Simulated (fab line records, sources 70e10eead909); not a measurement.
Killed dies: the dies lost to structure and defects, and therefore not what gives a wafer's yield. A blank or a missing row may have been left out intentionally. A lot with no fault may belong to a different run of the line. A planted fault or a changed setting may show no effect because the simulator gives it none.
Comparing a struck lot with a sound one | flow nandHarc | 13 out of 1302 route steps
Sound: the wafers L961.1, L961.2, L961.6. Wafers struck: L955.1, L955.5. The cause comes at the end.
At each step with rows: each side's tool, then ch and its chambers, then its first start. Under that, the readings that differ: sound wafers | struck wafers | difference of the means | sigmas: that difference in standard deviations of wafers without a fault.
alike: words and numbers the same on both sides, and readings whose means are apart by under 2 such deviations; not compared: readings that were withheld, readings missing a value for some wafer, numbers with overlapping values and no deviation given by the record, and bounds like >300 which may hide the same value.
Wherever a step has rows on one side only, a row that says differs or no value, or a row with sigmas, the two part there. Numbers that don't overlap but have no deviation are shown without sigmas and don't part them. A reading that every wafer of one side lacks parts them only if that side has two wafers or more.

first, 6 steps without rows for these wafers: NHARC_A_STAIRCASE_SOFTBAKE_212 (time 170 s); NHARC_A_STAIRCASE_EBR_213; NHARC_A_STAIRCASE_EXPOSE_214 (exposes mask STAIR 3); NHARC_A_STAIRCASE_PEB_215 (peb time 130 s); NHARC_A_STAIRCASE_DEVELOP_216 (time 140 s); NHARC_A_STAIRCASE_HARDBAKE_218 (time 140 s).
NHARC_A_STAIRCASE_DESCUM_219: chemistry O2, time 3 s.
  sound on rieDiel-13 ch 0,1,3, day 22 14:56; struck on rieDiel-07 ch 2, day 20 05:33
  alike: drypumpMotorCurrentA, oesProductAu, rfVppV, showerheadPlenumPTorr, throttleValvePct
  not compared: rfHoursCounterH
NHARC_A_STAIRCASE_TRIM_220: chemistry O2, time 211.2 s.
  sound on rieDiel-03 ch 1,2,3, day 22 15:02; struck on rieDiel-07 ch 0,1, day 20 05:43
reading    | sound          | struck    | difference | sigmas
rfVppV (V) | 57.9 59.2 58.0 | 56.3 56.6 | -1.9       | -2
  alike: drypumpMotorCurrentA, oesProductAu, runLengthS, showerheadPlenumPTorr, throttleValvePct
  not compared: rfHoursCounterH
NHARC_A_STAIRCASE_ETCH_221: etches the open film in C4F8/O2, target depth 100 nm, time 40.5 s.
  sound: rieDiel-03 ch 0,1,2; struck: rieDiel-07 ch 0
  alike: oesProductAu, rfVppV
  not compared: rfHoursCounterH
then, 1 step without rows for these wafers: NHARC_A_STAIRCASE_TRIM_222 (chemistry O2, time 211.2 s).
NHARC_A_STAIRCASE_ETCH_223: etches the open film in C4F8/O2, target depth 100 nm, time 40.5 s.
  sound: rieDiel-03 ch 0,3; struck: rieDiel-07 ch 3
  alike: oesProductAu, rfVppV
  not compared: rfHoursCounterH
NHARC_A_STAIRCASE_TRIM_224: chemistry O2, time 211.2 s.
  sound on rieDiel-03 ch 2,3, day 22 15:28; struck on rieDiel-07 ch 2,3, day 20 06:19
reading              | sound                | struck        | difference | sigmas
runLengthS (s)       | 232.4 232.1 232.4    | 159.5 160.2   | -72.5      | -99 or more
throttleValvePct (%) | 17.060 17.045 17.030 | 17.026 17.028 | -0.018     | -2
  alike: drypumpMotorCurrentA, oesProductAu, rfVppV, showerheadPlenumPTorr
  not compared: rfHoursCounterH
NHARC_A_STAIRCASE_ETCH_225: etches the open film in C4F8/O2, target depth 100 nm, time 40.5 s.
  sound: rieDiel-03 ch 0,1,2; struck: rieDiel-07 ch 1,2
  alike: oesProductAu, rfVppV
  not compared: rfHoursCounterH

## WHERE THEY PART
Earliest at NHARC_A_STAIRCASE_TRIM_220; latest, in this record, at NHARC_A_STAIRCASE_TRIM_224. Later steps at which nothing parts them and some readings are alike: NHARC_A_STAIRCASE_ETCH_225.

WHY: whatever the simulator had introduced
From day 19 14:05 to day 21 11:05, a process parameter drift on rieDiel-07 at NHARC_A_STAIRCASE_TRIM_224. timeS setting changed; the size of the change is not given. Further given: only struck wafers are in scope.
